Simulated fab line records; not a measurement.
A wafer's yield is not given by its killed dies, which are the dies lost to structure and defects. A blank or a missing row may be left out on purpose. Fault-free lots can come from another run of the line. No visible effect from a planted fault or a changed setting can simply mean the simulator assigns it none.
Split-lot study	flow n5Finfet	21 wafers read from 7 lots, route of 1938 steps

ABOUT THE SPLIT
At N5_BEOL_M14_EXPOSE_07 (exposes mask V13), the setting doseMj was moved away from the recipe's 57 on 8 of the 21 wafers read, by -4.7% to +6.2%. All remaining wafers had this setting at the recipe value.

FROM THE SPLIT TO THE READING: what the file shows between them, 9 steps
- N5_BEOL_M14_PEB_08: peb time 90 s
- N5_BEOL_M14_DEVELOP_09: develop time 45 s
- N5_BEOL_M14_HARDBAKE_14: time 120 s
- N5_BEOL_M14_CD_MEAS_10: target cd 250 nm
- N5_BEOL_M14_DESCUM_15: chemistry O2, time 7.9 s (also split here: timeS)
- N5_BEOL_M14_ETCH_59: etches BARC in N2/H2, target depth 89 nm, overetch 26.7 nm, time 67.9 s
- N5_BEOL_M14_VIA_ETCH_16: etches SiO2 in C4F8/O2/Ar, target depth 1231.3 nm
- N5_BEOL_M14_STRIP_71: strips in post etch residue remover, time 60 s
- N5_BEOL_M14_SRD_72: time 30 s, dry time 30 s

THE READING
cdNm (nm) at N5_BEOL_M14_CD_MEAS_17, where the cd target is 250 nm. Fault-free wafers of this fab line usually give 250.4 nm, standard deviation 2.2 nm.

wafer	tool, chamber at the split	doseMj as run	against the recipe	cdNm, nm	against lot-mates on the recipe
L074.3	krfScanner-01, 0	57	recipe	252.7	-
L074.4	krfScanner-01, 0	57	recipe	252.6	-
L074.6	krfScanner-01, 0	54.73	-4.0%	245.4	-7.2
L077.1	krfScanner-02, 0	54.32	-4.7%	244.3	-5.3
L077.2	krfScanner-02, 0	57	recipe	249.6	-
L077.5	krfScanner-02, 0	54.32	-4.7%	241.0	-8.6
L078.3	krfScanner-01, 0	60.55	+6.2%	266.6	+15.7
L078.5	krfScanner-01, 0	57	recipe	250.9	-
L078.6	krfScanner-01, 0	60.55	+6.2%	263.9	+13.0
L081.1	krfScanner-01, 0	57	recipe	252.2	-
L081.2	krfScanner-01, 0	57	recipe	251.7	-
L081.4	krfScanner-01, 0	57	recipe	248.6	-
L082.4	krfScanner-01, 0	57	recipe	250.4	-
L082.5	krfScanner-01, 0	57	recipe	251.8	-
L082.6	krfScanner-01, 0	57	recipe	253.4	-
L084.2	krfScanner-01, 0	58.74	+3.1%	255.8	no lot-mate on the recipe
L084.5	krfScanner-01, 0	58.74	+3.1%	253.0	no lot-mate on the recipe
L084.6	krfScanner-01, 0	58.74	+3.1%	256.1	no lot-mate on the recipe
L095.1	krfScanner-02, 0	57	recipe	246.3	-
L095.2	krfScanner-02, 0	57	recipe	249.5	-
L095.3	krfScanner-02, 0	57	recipe	247.6	-

FIT RESULTS
A straight line over all 21 wafers: cdNm changes by +1.91 nm for each +1% of doseMj; r = +0.93; the points scatter about the line by 2.3 nm.
The same after taking each lot's own level away (the mean of its wafers on the recipe; 18 wafers): +1.99 nm for each +1%; r = +0.96; scatter 1.6 nm.
On that fit, the largest move of doseMj shifts the reading by 12 nm.
The span of the lots' own levels, 247.80 to 252.65 nm, comes to 2.2 times the standard deviation stated above.
Hence the lot-to-lot level has little effect on the slope; both slopes agree.
Check: with one of the wafers moved furthest among these (+6.2%) left out of the fit, the line predicts +11.4 nm for it against its lot-mates. Against them it came out at +15.7 nm.

OTHER SPLITS APPLIED TO THESE WAFERS
These wafers also went through other splits before the reading. Each is held against what the fit with the lots' levels taken away leaves over:
other split on the same wafers	wafers away from the commonest value	r with cdNm (lot level and that fit taken away)
N5_BEOL_M11_COAT_05 spinRpm	5	+0.19
N5_BEOL_M12_SPUTTER_44 timeS	9	-0.13
N5_BEOL_M14_DESCUM_15 timeS	10	+0.22

THE WHOLE CHAIN: every reading that the file lists as answering this split, in the file's order
step	what it does	reading	change (the file's fit)	r (the file's)
N5_BEOL_M14_CD_MEAS_10	target cd 250 nm	cdNm	+1.9 nm for each +1% of the setting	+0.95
N5_BEOL_M14_CD_MEAS_17	target cd 250 nm	cdNm	+1.96 nm for each +1% of the setting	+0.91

THE FILE'S OWN FIT
cdNm changes by +1.96 nm for each +1% of doseMj, r = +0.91.
